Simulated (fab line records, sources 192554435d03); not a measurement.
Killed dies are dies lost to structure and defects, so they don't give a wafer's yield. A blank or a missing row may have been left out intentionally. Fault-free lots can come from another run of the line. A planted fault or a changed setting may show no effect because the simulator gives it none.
Which of the tools did it? :: flow n5Finfet :: 72 wafers from 24 lots sampled at 4 of the route's 1938 steps

## WHAT EACH GAUGE READ, for each wafer
N5_BEOL_M12_THK_MEAS_01. Usual: M12_ILD_THK 661 nm, standard deviation 8.5.
lot: L074
measured: day 10 13:11
on: filmMetro-01
M12_ILD_THK (nm): 649 652 657
flag: 

lot: L075
measured: day 10 21:45
on: filmMetro-01
M12_ILD_THK (nm): 659 638 665
flag: 

lot: L076
measured: day 11 18:02
on: filmMetro-01
M12_ILD_THK (nm): 649 653 654
flag: 

lot: L077
measured: day 11 21:23
on: filmMetro-02
M12_ILD_THK (nm): 662 655 672
flag: 

lot: L078
measured: day 11 20:51
on: filmMetro-01
M12_ILD_THK (nm): 655 668 672
flag: 

lot: L079
measured: day 12 03:22
on: filmMetro-02
M12_ILD_THK (nm): 658 660 672
flag: 

lot: L081
measured: day 12 10:53
on: filmMetro-01
M12_ILD_THK (nm): 658 658 679
flag: 

lot: L082
measured: day 12 12:38
on: filmMetro-01
M12_ILD_THK (nm): 640 654 670
flag: 

lot: L080
measured: day 12 13:11
on: filmMetro-02
M12_ILD_THK (nm): 654 661 674
flag: 

lot: L083
measured: day 13 01:20
on: filmMetro-02
M12_ILD_THK (nm): 655 661 666
flag: 

lot: L086
measured: day 13 18:50
on: filmMetro-01
M12_ILD_THK (nm): 661 664 671
flag: 

lot: L084
measured: day 13 23:13
on: filmMetro-01
M12_ILD_THK (nm): 664 673 665
flag: 

lot: L085
measured: day 13 22:42
on: filmMetro-01
M12_ILD_THK (nm): 647 642 665
flag: 

lot: L087
measured: day 14 02:13
on: filmMetro-02
M12_ILD_THK (nm): 654 646 652
flag: 

lot: L088
measured: day 14 06:34
on: filmMetro-01
M12_ILD_THK (nm): 662 656 675
flag: 

lot: L089
measured: day 14 20:36
on: filmMetro-01
M12_ILD_THK (nm): 651 658 654
flag: 

lot: L090
measured: day 14 19:25
on: filmMetro-01
M12_ILD_THK (nm): 661 668 669
flag: 

lot: L092
measured: day 15 05:04
on: filmMetro-02
M12_ILD_THK (nm): 655 649 669
flag: 

lot: L091
measured: day 15 07:02
on: filmMetro-02
M12_ILD_THK (nm): 664 674 672
flag: 

lot: L094
measured: day 15 12:41
on: filmMetro-02
M12_ILD_THK (nm): 661 666 662
flag: 

lot: L093
measured: day 15 20:01
on: filmMetro-02
M12_ILD_THK (nm): 654 658 672
flag: 

lot: L095
measured: day 16 03:14
on: filmMetro-02
M12_ILD_THK (nm): 663 661 668
flag: 

lot: L096
measured: day 16 04:48
on: filmMetro-01
M12_ILD_THK (nm): 663 666 668
flag: 

lot: L097
measured: day 16 14:59
on: filmMetro-01
M12_ILD_THK (nm): 662 652 670
flag: 

## WHAT TOOL EACH LOT RAN ON (gives the tool, then ch and the chambers of the sampled wafers, and finally the start)
lot: L074
N5_BEOL_M11_DESCUM_16: rieDiel-03 ch 0,1,3, day 10 07:45
N5_BEOL_M11_STRIP_19: rieDiel-03 ch 0,1,2, day 10 08:17
N5_BEOL_M12_ILD_DEP_00: pecvd-02 ch 0,1,2, day 10 13:03

lot: L075
N5_BEOL_M11_DESCUM_16: rieDiel-02 ch 2,3, day 10 15:55
N5_BEOL_M11_STRIP_19: rieDiel-02 ch 0,3, day 10 16:17
N5_BEOL_M12_ILD_DEP_00: pecvd-01 ch 0,1,2, day 10 21:37

lot: L076
N5_BEOL_M11_DESCUM_16: rieDiel-04 ch 0,1,3, day 11 07:57
N5_BEOL_M11_STRIP_19: rieDiel-03 ch 1,2, day 11 08:23
N5_BEOL_M12_ILD_DEP_00: pecvd-02 ch 0,1,2, day 11 17:54

lot: L077
N5_BEOL_M11_DESCUM_16: rieDiel-04 ch 0,1,3, day 11 14:22
N5_BEOL_M11_STRIP_19: rieDiel-03 ch 1,2,3, day 11 14:49
N5_BEOL_M12_ILD_DEP_00: pecvd-01 ch 0,1, day 11 21:15

lot: L078
N5_BEOL_M11_DESCUM_16: rieDiel-02 ch 0,1,2, day 11 14:36
N5_BEOL_M11_STRIP_19: rieDiel-04 ch 0,3, day 11 14:59
N5_BEOL_M12_ILD_DEP_00: pecvd-04 ch 1,2, day 11 20:40

lot: L079
N5_BEOL_M11_DESCUM_16: rieDiel-02 ch 0,1,3, day 11 21:40
N5_BEOL_M11_STRIP_19: rieDiel-02 ch 1,2, day 11 22:02
N5_BEOL_M12_ILD_DEP_00: pecvd-04 ch 1,2, day 12 03:14

lot: L081
N5_BEOL_M11_DESCUM_16: rieDiel-04 ch 1,3, day 12 05:00
N5_BEOL_M11_STRIP_19: rieDiel-04 ch 0,1,2, day 12 05:23
N5_BEOL_M12_ILD_DEP_00: pecvd-04 ch 0,1,2, day 12 10:46

lot: L082
N5_BEOL_M11_DESCUM_16: rieDiel-04 ch 0,2, day 12 07:41
N5_BEOL_M11_STRIP_19: rieDiel-03 ch 1,2,3, day 12 08:05
N5_BEOL_M12_ILD_DEP_00: pecvd-04 ch 0,2, day 12 12:31

lot: L080
N5_BEOL_M11_DESCUM_16: rieDiel-04 ch 0,3, day 12 08:00
N5_BEOL_M11_STRIP_19: rieDiel-02 ch 2,3, day 12 08:25
N5_BEOL_M12_ILD_DEP_00: pecvd-01 ch 1,2, day 12 13:04

lot: L083
N5_BEOL_M11_DESCUM_16: rieDiel-04 ch 0,3, day 12 17:44
N5_BEOL_M11_STRIP_19: rieDiel-02 ch 0,1,2, day 12 18:08
N5_BEOL_M12_ILD_DEP_00: pecvd-01 ch 1,2, day 13 01:09

lot: L086
N5_BEOL_M11_DESCUM_16: rieDiel-03 ch 1,2,3, day 13 14:04
N5_BEOL_M11_STRIP_19: rieDiel-02 ch 0,1,3, day 13 14:27
N5_BEOL_M12_ILD_DEP_00: pecvd-04 ch 1,2, day 13 18:42

lot: L084
N5_BEOL_M11_DESCUM_16: rieDiel-04 ch 1,2,3, day 13 17:12
N5_BEOL_M11_STRIP_19: rieDiel-02 ch 1,2,3, day 13 17:36
N5_BEOL_M12_ILD_DEP_00: pecvd-01 ch 0,1, day 13 23:02

lot: L085
N5_BEOL_M11_DESCUM_16: rieDiel-04 ch 1,2, day 13 17:28
N5_BEOL_M11_STRIP_19: rieDiel-02 ch 0,2,3, day 13 17:51
N5_BEOL_M12_ILD_DEP_00: pecvd-04 ch 0,1,2, day 13 22:34

lot: L087
N5_BEOL_M11_DESCUM_16: rieDiel-03 ch 1,2,3, day 13 20:55
N5_BEOL_M11_STRIP_19: rieDiel-02 ch 1,2,3, day 13 21:20
N5_BEOL_M12_ILD_DEP_00: pecvd-04 ch 0,2, day 14 02:05

lot: L088
N5_BEOL_M11_DESCUM_16: rieDiel-03 ch 0,1, day 14 00:47
N5_BEOL_M11_STRIP_19: rieDiel-03 ch 0,3, day 14 01:11
N5_BEOL_M12_ILD_DEP_00: pecvd-02 ch 0,2, day 14 06:26

lot: L089
N5_BEOL_M11_DESCUM_16: rieDiel-04 ch 1,2,3, day 14 13:58
N5_BEOL_M11_STRIP_19: rieDiel-03 ch 1,2,3, day 14 14:25
N5_BEOL_M12_ILD_DEP_00: pecvd-04 ch 0,1,2, day 14 20:28

lot: L090
N5_BEOL_M11_DESCUM_16: rieDiel-02 ch 0,1, day 14 14:26
N5_BEOL_M11_STRIP_19: rieDiel-02 ch 0,3, day 14 14:49
N5_BEOL_M12_ILD_DEP_00: pecvd-04 ch 0,2, day 14 19:17

lot: L092
N5_BEOL_M11_DESCUM_16: rieDiel-04 ch 1,2,3, day 14 21:23
N5_BEOL_M11_STRIP_19: rieDiel-03 ch 0,3, day 14 21:46
N5_BEOL_M12_ILD_DEP_00: pecvd-02 ch 1,2, day 15 04:56

lot: L091
N5_BEOL_M11_DESCUM_16: rieDiel-03 ch 0,1, day 15 02:32
N5_BEOL_M11_STRIP_19: rieDiel-03 ch 1,3, day 15 02:55
N5_BEOL_M12_ILD_DEP_00: pecvd-02 ch 1,2, day 15 06:55

lot: L094
N5_BEOL_M11_DESCUM_16: rieDiel-02 ch 1,2,3, day 15 08:16
N5_BEOL_M11_STRIP_19: rieDiel-03 ch 0,1,2, day 15 08:40
N5_BEOL_M12_ILD_DEP_00: pecvd-04 ch 0,2, day 15 12:34

lot: L093
N5_BEOL_M11_DESCUM_16: rieDiel-02 ch 0,1,3, day 15 13:25
N5_BEOL_M11_STRIP_19: rieDiel-02 ch 0,1,2, day 15 13:49
N5_BEOL_M12_ILD_DEP_00: pecvd-01 ch 0,1, day 15 19:53

lot: L095
N5_BEOL_M11_DESCUM_16: rieDiel-02 ch 1,2,3, day 15 21:20
N5_BEOL_M11_STRIP_19: rieDiel-02 ch 1,2,3, day 15 21:44
N5_BEOL_M12_ILD_DEP_00: pecvd-02 ch 1,2, day 16 03:07

lot: L096
N5_BEOL_M11_DESCUM_16: rieDiel-04 ch 0,2,3, day 15 23:10
N5_BEOL_M11_STRIP_19: rieDiel-04 ch 2,3, day 15 23:32
N5_BEOL_M12_ILD_DEP_00: pecvd-02 ch 0,1,2, day 16 04:43

lot: L097
N5_BEOL_M11_DESCUM_16: rieDiel-03 ch 0,1,3, day 16 06:56
N5_BEOL_M11_STRIP_19: rieDiel-03 ch 0,3, day 16 07:27
N5_BEOL_M12_ILD_DEP_00: pecvd-04 ch 0,1,2, day 16 14:51
- N5_BEOL_M11_DESCUM_16: chemistry O2, time 7.9 s.
- N5_BEOL_M11_STRIP_19: strips in O2.
- N5_BEOL_M12_ILD_DEP_00: deposits SiOC from DEMS/O2, target thk 658.92 nm, time 130.7 s.

## AS READ BY THE TOOLS THEMSELVES (means over the sampled wafers that have a number; for cases with no such wafer, the mark the record gives instead)
N5_BEOL_M11_DESCUM_16. Usual: drypumpMotorCurrentA 5.9 A, standard deviation 0.45; oesProductAu 0.74 a.u., standard deviation 0.079; rfVppV 243.2 V, standard deviation 1.4; showerheadPlenumPTorr 2.10 Torr, standard deviation 0.083; throttleValvePct 20.46 %, standard deviation 0.17.
lot: L074
tool: rieDiel-03
drypumpMotorCurrentA (A): 5.9
oesProductAu (a.u.): 0.70
rfVppV (V): 241.1
showerheadPlenumPTorr (Torr): 2.02
throttleValvePct (%): 20.62
flag: 

lot: L075
tool: rieDiel-02
drypumpMotorCurrentA (A): 6.3
oesProductAu (a.u.): 0.79
rfVppV (V): 242.1
showerheadPlenumPTorr (Torr): 2.10
throttleValvePct (%): 20.32
flag: 

lot: L076
tool: rieDiel-04
drypumpMotorCurrentA (A): 6.1
oesProductAu (a.u.): 0.70
rfVppV (V): 243.6
showerheadPlenumPTorr (Torr): 2.10
throttleValvePct (%): 20.53
flag: 

lot: L077
tool: rieDiel-04
drypumpMotorCurrentA (A): 6.1
oesProductAu (a.u.): 0.70
rfVppV (V): 242.9
showerheadPlenumPTorr (Torr): 2.10
throttleValvePct (%): 20.53
flag: 

lot: L078
tool: rieDiel-02
drypumpMotorCurrentA (A): 5.8
oesProductAu (a.u.): 0.73
rfVppV (V): 242.6
showerheadPlenumPTorr (Torr): 2.09
throttleValvePct (%): 20.31
flag: 

lot: L079
tool: rieDiel-02
drypumpMotorCurrentA (A): 5.9
oesProductAu (a.u.): 0.81
rfVppV (V): 243.7
showerheadPlenumPTorr (Torr): 2.12
throttleValvePct (%): 20.38
flag: 

lot: L081
tool: rieDiel-04
drypumpMotorCurrentA (A): 6.0
oesProductAu (a.u.): 0.70
rfVppV (V): 244.1
showerheadPlenumPTorr (Torr): 2.17
throttleValvePct (%): 20.50
flag: 

lot: L082
tool: rieDiel-04
drypumpMotorCurrentA (A): 6.0
oesProductAu (a.u.): 0.71
rfVppV (V): 241.0
showerheadPlenumPTorr (Torr): 1.99
throttleValvePct (%): 20.53
flag: 

lot: L080
tool: rieDiel-04
drypumpMotorCurrentA (A): 6.2
oesProductAu (a.u.): 0.69
rfVppV (V): 242.2
showerheadPlenumPTorr (Torr): 2.03
throttleValvePct (%): 20.59
flag: 

lot: L083
tool: rieDiel-04
drypumpMotorCurrentA (A): 6.2
oesProductAu (a.u.): 0.69
rfVppV (V): 242.6
showerheadPlenumPTorr (Torr): 2.03
throttleValvePct (%): 20.61
flag: 

lot: L086
tool: rieDiel-03
drypumpMotorCurrentA (A): 5.7
oesProductAu (a.u.): 0.69
rfVppV (V): 241.8
showerheadPlenumPTorr (Torr): 2.05
throttleValvePct (%): 20.59
flag: 

lot: L084
tool: rieDiel-04
drypumpMotorCurrentA (A): 5.8
oesProductAu (a.u.): 0.70
rfVppV (V): 243.0
showerheadPlenumPTorr (Torr): 2.14
throttleValvePct (%): 20.49
flag: 

lot: L085
tool: rieDiel-04
drypumpMotorCurrentA (A): 5.8
oesProductAu (a.u.): 0.70
rfVppV (V): 244.0
showerheadPlenumPTorr (Torr): 2.13
throttleValvePct (%): 20.46
flag: 

lot: L087
tool: rieDiel-03
drypumpMotorCurrentA (A): 5.7
oesProductAu (a.u.): 0.69
rfVppV (V): 241.7
showerheadPlenumPTorr (Torr): 2.04
throttleValvePct (%): 20.58
flag: 

lot: L088
tool: rieDiel-03
drypumpMotorCurrentA (A): 6.3
oesProductAu (a.u.): 0.77
rfVppV (V): 244.1
showerheadPlenumPTorr (Torr): 2.13
throttleValvePct (%): 20.56
flag: 

lot: L089
tool: rieDiel-04
drypumpMotorCurrentA (A): 5.8
oesProductAu (a.u.): 0.69
rfVppV (V): 244.1
showerheadPlenumPTorr (Torr): 2.13
throttleValvePct (%): 20.50
flag: 

lot: L090
tool: rieDiel-02
drypumpMotorCurrentA (A): 5.8
oesProductAu (a.u.): 0.73
rfVppV (V): 242.5
showerheadPlenumPTorr (Torr): 2.06
throttleValvePct (%): 20.35
flag: 

lot: L092
tool: rieDiel-04
drypumpMotorCurrentA (A): 5.8
oesProductAu (a.u.): 0.68
rfVppV (V): 243.7
showerheadPlenumPTorr (Torr): 2.13
throttleValvePct (%): 20.51
flag: 

lot: L091
tool: rieDiel-03
drypumpMotorCurrentA (A): 6.3
oesProductAu (a.u.): 0.75
rfVppV (V): 243.2
showerheadPlenumPTorr (Torr): 2.13
throttleValvePct (%): 20.58
flag: 

lot: L094
tool: rieDiel-02
drypumpMotorCurrentA (A): 6.3
oesProductAu (a.u.): 0.76
rfVppV (V): 242.3
showerheadPlenumPTorr (Torr): 2.07
throttleValvePct (%): 20.38
flag: 

lot: L093
tool: rieDiel-02
drypumpMotorCurrentA (A): 6.0
oesProductAu (a.u.): 0.78
rfVppV (V): 244.1
showerheadPlenumPTorr (Torr): 2.11
throttleValvePct (%): 20.42
flag: 

lot: L095
tool: rieDiel-02
drypumpMotorCurrentA (A): 6.3
oesProductAu (a.u.): 0.76
rfVppV (V): 242.4
showerheadPlenumPTorr (Torr): 2.07
throttleValvePct (%): 20.39
flag: 

lot: L096
tool: rieDiel-04
drypumpMotorCurrentA (A): 5.9
oesProductAu (a.u.): 0.78
rfVppV (V): 243.6
showerheadPlenumPTorr (Torr): 2.15
throttleValvePct (%): 20.44
flag: 

lot: L097
tool: rieDiel-03
drypumpMotorCurrentA (A): 5.9
oesProductAu (a.u.): 0.75
rfVppV (V): 243.1
showerheadPlenumPTorr (Torr): 2.09
throttleValvePct (%): 20.55
flag: 

N5_BEOL_M11_STRIP_19. Usual: drypumpMotorCurrentA 5.9 A, standard deviation 0.52; oesProductAu 0.76 a.u., standard deviation 0.089; rfVppV 3.6 V, standard deviation 0.63; showerheadPlenumPTorr 2.10 Torr, standard deviation 0.083; throttleValvePct 16.70 %, standard deviation 0.2.
lot: L074
tool: rieDiel-03
drypumpMotorCurrentA (A): 5.9
oesProductAu (a.u.): 0.70
rfVppV (V): 3.6
showerheadPlenumPTorr (Torr): 2.05
throttleValvePct (%): 16.77
flag: 

lot: L075
tool: rieDiel-02
drypumpMotorCurrentA (A): 6.1
oesProductAu (a.u.): 0.90
rfVppV (V): 4.6
showerheadPlenumPTorr (Torr): 2.18
throttleValvePct (%): 16.60
flag: 

lot: L076
tool: rieDiel-03
drypumpMotorCurrentA (A): 6.1
oesProductAu (a.u.): 0.70
rfVppV (V): 4.0
showerheadPlenumPTorr (Torr): 2.09
throttleValvePct (%): 16.85
flag: 

lot: L077
tool: rieDiel-03
drypumpMotorCurrentA (A): 5.7
oesProductAu (a.u.): 0.70
rfVppV (V): 3.3
showerheadPlenumPTorr (Torr): 2.05
throttleValvePct (%): 16.83
flag: 

lot: L078
tool: rieDiel-04
drypumpMotorCurrentA (A): 6.2
oesProductAu (a.u.): 0.70
rfVppV (V): 4.1
showerheadPlenumPTorr (Torr): 2.04
throttleValvePct (%): 16.90
flag: 

lot: L079
tool: rieDiel-02
drypumpMotorCurrentA (A): 6.2
oesProductAu (a.u.): 0.72
rfVppV (V): 3.7
showerheadPlenumPTorr (Torr): 2.02
throttleValvePct (%): 16.60
flag: 

lot: L081
tool: rieDiel-04
drypumpMotorCurrentA (A): 5.9
oesProductAu (a.u.): 0.71
rfVppV (V): 4.1
showerheadPlenumPTorr (Torr): 2.07
throttleValvePct (%): 16.81
flag: 

lot: L082
tool: rieDiel-03
drypumpMotorCurrentA (A): 5.7
oesProductAu (a.u.): 0.70
rfVppV (V): 3.7
showerheadPlenumPTorr (Torr): 2.05
throttleValvePct (%): 16.82
flag: 

lot: L080
tool: rieDiel-02
drypumpMotorCurrentA (A): 6.5
oesProductAu (a.u.): 0.85
rfVppV (V): 3.3
showerheadPlenumPTorr (Torr): 2.13
throttleValvePct (%): 16.59
flag: 

lot: L083
tool: rieDiel-02
drypumpMotorCurrentA (A): 5.8
oesProductAu (a.u.): 0.73
rfVppV (V): 4.2
showerheadPlenumPTorr (Torr): 2.09
throttleValvePct (%): 16.62
flag: 

lot: L086
tool: rieDiel-02
drypumpMotorCurrentA (A): 6.0
oesProductAu (a.u.): 0.80
rfVppV (V): 4.1
showerheadPlenumPTorr (Torr): 2.12
throttleValvePct (%): 16.64
flag: 

lot: L084
tool: rieDiel-02
drypumpMotorCurrentA (A): 6.3
oesProductAu (a.u.): 0.77
rfVppV (V): 3.3
showerheadPlenumPTorr (Torr): 2.07
throttleValvePct (%): 16.61
flag: 

lot: L085
tool: rieDiel-02
drypumpMotorCurrentA (A): 6.0
oesProductAu (a.u.): 0.79
rfVppV (V): 3.6
showerheadPlenumPTorr (Torr): 2.14
throttleValvePct (%): 16.62
flag: 

lot: L087
tool: rieDiel-02
drypumpMotorCurrentA (A): 6.3
oesProductAu (a.u.): 0.77
rfVppV (V): 3.5
showerheadPlenumPTorr (Torr): 2.07
throttleValvePct (%): 16.61
flag: 

lot: L088
tool: rieDiel-03
drypumpMotorCurrentA (A): 5.7
oesProductAu (a.u.): 0.85
rfVppV (V): 3.3
showerheadPlenumPTorr (Torr): 2.14
throttleValvePct (%): 16.54
flag: 

lot: L089
tool: rieDiel-03
drypumpMotorCurrentA (A): 5.7
oesProductAu (a.u.): 0.69
rfVppV (V): 3.4
showerheadPlenumPTorr (Torr): 2.05
throttleValvePct (%): 16.86
flag: 

lot: L090
tool: rieDiel-02
drypumpMotorCurrentA (A): 6.1
oesProductAu (a.u.): 0.85
rfVppV (V): 4.0
showerheadPlenumPTorr (Torr): 2.17
throttleValvePct (%): 16.65
flag: 

lot: L092
tool: rieDiel-03
drypumpMotorCurrentA (A): 5.7
oesProductAu (a.u.): 0.83
rfVppV (V): 3.9
showerheadPlenumPTorr (Torr): 2.14
throttleValvePct (%): 16.57
flag: 

lot: L091
tool: rieDiel-03
drypumpMotorCurrentA (A): 5.7
oesProductAu (a.u.): 0.69
rfVppV (V): 3.8
showerheadPlenumPTorr (Torr): 2.02
throttleValvePct (%): 16.98
flag: 

lot: L094
tool: rieDiel-03
drypumpMotorCurrentA (A): 5.9
oesProductAu (a.u.): 0.75
rfVppV (V): 3.9
showerheadPlenumPTorr (Torr): 2.12
throttleValvePct (%): 16.67
flag: 

lot: L093
tool: rieDiel-02
drypumpMotorCurrentA (A): 5.8
oesProductAu (a.u.): 0.73
rfVppV (V): 3.2
showerheadPlenumPTorr (Torr): 2.08
throttleValvePct (%): 16.64
flag: 

lot: L095
tool: rieDiel-02
drypumpMotorCurrentA (A): 6.3
oesProductAu (a.u.): 0.76
rfVppV (V): 3.6
showerheadPlenumPTorr (Torr): 2.07
throttleValvePct (%): 16.65
flag: 

lot: L096
tool: rieDiel-04
drypumpMotorCurrentA (A): 5.6
oesProductAu (a.u.): 0.70
rfVppV (V): 3.7
showerheadPlenumPTorr (Torr): 2.10
throttleValvePct (%): 16.79
flag: 

lot: L097
tool: rieDiel-03
drypumpMotorCurrentA (A): 5.5
oesProductAu (a.u.): 0.76
rfVppV (V): 3.8
showerheadPlenumPTorr (Torr): 2.06
throttleValvePct (%): 16.76
flag: 

N5_BEOL_M12_ILD_DEP_00. Usual: heaterPowerW 481 W, standard deviation 89; showerheadPlenumPTorr 5.697 Torr, standard deviation 0.014; throttleValvePct 11.9 %, standard deviation 0.61.
lot: L074
tool: pecvd-02
heaterPowerW (W): 494
showerheadPlenumPTorr (Torr): 5.703
throttleValvePct (%): 12.2
flag: 

lot: L075
tool: pecvd-01
heaterPowerW (W): 397
showerheadPlenumPTorr (Torr): 5.691
throttleValvePct (%): 11.8
flag: 

lot: L076
tool: pecvd-02
heaterPowerW (W): 534
showerheadPlenumPTorr (Torr): 5.693
throttleValvePct (%): 12.1
flag: 

lot: L077
tool: pecvd-01
heaterPowerW (W): 430
showerheadPlenumPTorr (Torr): 5.694
throttleValvePct (%): 12.2
flag: 

lot: L078
tool: pecvd-04
heaterPowerW (W): 513
showerheadPlenumPTorr (Torr): 5.697
throttleValvePct (%): 11.2
flag: 

lot: L079
tool: pecvd-04
heaterPowerW (W): 504
showerheadPlenumPTorr (Torr): 5.696
throttleValvePct (%): 11.4
flag: 

lot: L081
tool: pecvd-04
heaterPowerW (W): 492
showerheadPlenumPTorr (Torr): 5.703
throttleValvePct (%): 11.7
flag: 

lot: L082
tool: pecvd-04
heaterPowerW (W): 498
showerheadPlenumPTorr (Torr): 5.684
throttleValvePct (%): 11.8
flag: 

lot: L080
tool: pecvd-01
heaterPowerW (W): 436
showerheadPlenumPTorr (Torr): 5.698
throttleValvePct (%): 11.3
flag: 

lot: L083
tool: pecvd-01
heaterPowerW (W): 450
showerheadPlenumPTorr (Torr): 5.690
throttleValvePct (%): 11.4
flag: 

lot: L086
tool: pecvd-04
heaterPowerW (W): 531
showerheadPlenumPTorr (Torr): 5.707
throttleValvePct (%): 11.6
flag: 

lot: L084
tool: pecvd-01
heaterPowerW (W): 425
showerheadPlenumPTorr (Torr): 5.697
throttleValvePct (%): 12.5
flag: 

lot: L085
tool: pecvd-04
heaterPowerW (W): 496
showerheadPlenumPTorr (Torr): 5.695
throttleValvePct (%): 11.8
flag: 

lot: L087
tool: pecvd-04
heaterPowerW (W): 466
showerheadPlenumPTorr (Torr): 5.690
throttleValvePct (%): 11.8
flag: 

lot: L088
tool: pecvd-02
heaterPowerW (W): 516
showerheadPlenumPTorr (Torr): 5.699
throttleValvePct (%): 11.8
flag: 

lot: L089
tool: pecvd-04
heaterPowerW (W): 498
showerheadPlenumPTorr (Torr): 5.697
throttleValvePct (%): 11.9
flag: 

lot: L090
tool: pecvd-04
heaterPowerW (W): 481
showerheadPlenumPTorr (Torr): 5.692
throttleValvePct (%): 11.8
flag: 

lot: L092
tool: pecvd-02
heaterPowerW (W): 429
showerheadPlenumPTorr (Torr): 5.691
throttleValvePct (%): 12.6
flag: 

lot: L091
tool: pecvd-02
heaterPowerW (W): 387
showerheadPlenumPTorr (Torr): 5.696
throttleValvePct (%): 12.5
flag: 

lot: L094
tool: pecvd-04
heaterPowerW (W): 526
showerheadPlenumPTorr (Torr): 5.683
throttleValvePct (%): 11.6
flag: 

lot: L093
tool: pecvd-01
heaterPowerW (W): 463
showerheadPlenumPTorr (Torr): 5.696
throttleValvePct (%): 12.5
flag: 

lot: L095
tool: pecvd-02
heaterPowerW (W): 402
showerheadPlenumPTorr (Torr): 5.699
throttleValvePct (%): 12.4
flag: 

lot: L096
tool: pecvd-02
heaterPowerW (W): 475
showerheadPlenumPTorr (Torr): 5.694
throttleValvePct (%): 12.2
flag: 

lot: L097
tool: pecvd-04
heaterPowerW (W): 444
showerheadPlenumPTorr (Torr): 5.691
throttleValvePct (%): 11.8
flag: 

## THE ANSWER, worked out from the rows above alone
Rule: take the mean of a lot's wafers that have a number; if it is more than 3 standard deviations from the usual mean, the lot is off. A lot without any number at a reading at which 4 lots or more have one is off too. Where the step has rows for the other lots, those lots are counted as sound. Order of review: gauges by route order, followed by the tools' own readings, for which a lot's mean as printed above is used. The first step at which some lot is off is used, and at that step the reading that is off furthest; a lot without a number counts as furthest.
No lot is off on any of the readings shown, so nothing can be concluded from this.

## WHAT THE SIMULATOR HAD INSERTED
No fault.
